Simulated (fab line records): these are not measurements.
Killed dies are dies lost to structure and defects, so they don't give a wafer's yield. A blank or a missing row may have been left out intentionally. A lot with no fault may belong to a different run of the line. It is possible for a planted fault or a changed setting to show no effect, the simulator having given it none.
Which tool was responsible? | flow n5Finfet | 12 lots (36 wafers sampled), 1 step of a 1938-step route

== WHAT THE GAUGES READ, wafer by wafer ==
N5_BEOL_M4_THK_MEAS_53: measures by xrf.
lot  | measured     | on           | M4_THK (nm)
L077 | day 11 19:37 | filmMetro-02 | 41.8 38.2 40.4
L075 | day 12 07:23 | filmMetro-01 | 42.4 38.3 41.0
L078 | day 12 16:24 | filmMetro-01 | 37.1 41.5 38.5
L079 | day 13 00:33 | filmMetro-02 | 40.0 38.4 40.0
L084 | day 13 15:32 | filmMetro-02 | 40.1 39.2 41.2
L083 | day 14 01:08 | filmMetro-02 | 39.7 40.6 39.2
L090 | day 14 17:07 | filmMetro-01 | 41.7 35.5 41.2
L087 | day 15 08:29 | filmMetro-01 | 42.5 40.1 42.5
L091 | day 15 18:31 | filmMetro-01 | 40.1 36.6 34.9
L094 | day 15 22:22 | filmMetro-01 | 40.3 35.9 41.6
L093 | day 17 04:01 | filmMetro-02 | 39.3 39.1 40.5
L097 | day 17 09:22 | filmMetro-01 | 40.6 37.9 40.8

== WHICH TOOL RAN EACH LOT (tool, then ch and the chambers of the sampled wafers, then the start) ==
There is no process step in the record ahead of these readings.

== THE ANSWER, worked out from the rows above alone ==
Rule: the usual values come from the lots themselves. The widest of any qualifying gaps counts: lots, ordered by their means at a reading, are off when they make up no more than a third of the lots, leave a main group of 4 or more, and stand apart from it by 3 or more times the standard deviation of that group's means. If all means in a main group match to the digits the tables above print for the reading, that group is not used. Also off: a lot with no number at a reading for which 4 or more lots have one. The other lots that the step has rows for count as sound.
None of the lots is off at any reading shown; this tells nothing.

== WHAT WAS PUT IN BY THE SIMULATOR ==
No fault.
